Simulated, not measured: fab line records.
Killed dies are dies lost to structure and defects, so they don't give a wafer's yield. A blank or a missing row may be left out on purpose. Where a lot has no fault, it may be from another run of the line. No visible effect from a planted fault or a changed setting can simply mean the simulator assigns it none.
Comparing a struck lot with a sound one    flow nand_harc    16 steps out of a route of 1159
Sound: the wafers L135.3, L135.4, L135.6. Struck: wafer L144.4. (L144.1, L144.5 of the same lot were not struck and are left out.) The cause comes at the end.
Per side, at each step with rows, come the tool, then ch with its chambers, and then its first start. Under that, the readings that differ: sound wafers    struck wafers    difference of the means    sigmas: that difference in standard deviations of wafers without a fault.
alike: a reading whose means differ by less than 2 such deviations, as well as words and numbers matching on both sides. not compared: withheld readings; readings where some wafer has no value; bounds like >300 that might hide an equal value; numbers whose values overlap and for which the record gives no deviation.
The two part at a step that has a row with sigmas, a row that says differs or no value, or rows on one side only. When numbers do not overlap yet have no deviation, they are printed without sigmas and do not part them. A reading missing from all wafers of one side parts the sides only when that side holds two or more wafers.

first, 1 step without rows for these wafers: NHARC_P_M2_ETCH_35 (etches the open film in N2/H2, target depth 40 nm, overetch 12 nm, time 43.94 s).
NHARC_P_M2_ETCH_15: etches the open film in C4F8/Ar, target depth 182.5 nm, time 91.2 s.
  sound: rie_diel-09 ch 1,2,3; struck: rie_diel-09 ch 0
  alike: chamber_pressure_mTorr, oes_product_au, rf_vpp_V
  not compared: rf_hours_counter_h
NHARC_P_M2_CD_MEAS_16:
  sound on cd_sem-03, day 6 18:12; struck on cd_sem-01, day 8 15:26
  alike: cd_nm
NHARC_P_M2_STRIP_18: strips in N2/H2.
  sound on rie_diel-09 ch 1,2,3, day 6 18:19; struck on rie_diel-09 ch 0, day 8 15:31
  alike: chamber_pressure_mTorr, drypump_motor_current_A, oes_product_au, rf_vpp_V, showerhead_plenum_p_Torr, throttle_valve_pct
  not compared: rf_hours_counter_h
then, 2 steps without rows for these wafers: NHARC_P_M2_ETCH_28 (etches the open film in CF4/N2, target depth 30 nm, time 72.99 s); NHARC_P_M2_STRIP_19 (strips in post etch residue remover, time 600 s).
NHARC_P_M2_DEGAS_29: time 60 s.
  sound on pvd_sputter-01, day 6 18:58; struck on pvd_sputter-01, day 8 16:34
  alike: heater_power_w
then, 1 step without rows for these wafers: NHARC_P_M2_PRE_CLEAN_30 (time 30 s).
NHARC_P_M2_PVD_20: deposits TaN, target thk 5 nm, time 8.06 s.
  sound on pvd_sputter-01; struck on pvd_sputter-01
  alike: throttle_valve_pct
NHARC_P_M2_PVD_21: deposits Cu, target thk 30 nm, time 20.49 s.
  sound on pvd_sputter-01; struck on pvd_sputter-01
  alike: throttle_valve_pct
then, 2 steps without rows for these wafers: NHARC_P_M2_ECD_22 (material Cu, target thk 400 nm); NHARC_P_M2_ANNEAL_31 (time 90 s).
NHARC_P_M2_CMP_23: polishes, t overpolish 20 s, target thk 144.3 nm.
  sound on cmp-04 ch 1,2,3, day 6 20:11; struck on cmp-04 ch 0, day 8 17:39
reading                 sound           struck  difference  sigmas
time_to_endpoint_s (s)  28.4 28.6 26.0  14.9    -12.8       -5
  alike: motor_current_A
NHARC_P_M2_THK_MEAS_24: measures by xrf.
  sound on film_metro-02, day 6 20:26; struck on film_metro-01, day 8 17:58
reading      sound              struck  difference  sigmas
thk_nm (nm)  144.6 143.8 144.6  137.5   -6.8        -4
next, for these wafers, 1 step has no rows: NHARC_P_M2_SRD_25.
NHARC_END_SORT_01:
  the record has rows for the sound wafers here (prober-02 ch 0, day 20 06:38) and none for the struck ones

## WHERE THEY PART
Last at NHARC_END_SORT_01 as far as this record goes, first at NHARC_P_M2_CMP_23.

WHY: what the simulator had put in
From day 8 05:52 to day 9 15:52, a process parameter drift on cmp-04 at NHARC_P_M2_CMP_23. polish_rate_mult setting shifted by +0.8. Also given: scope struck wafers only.
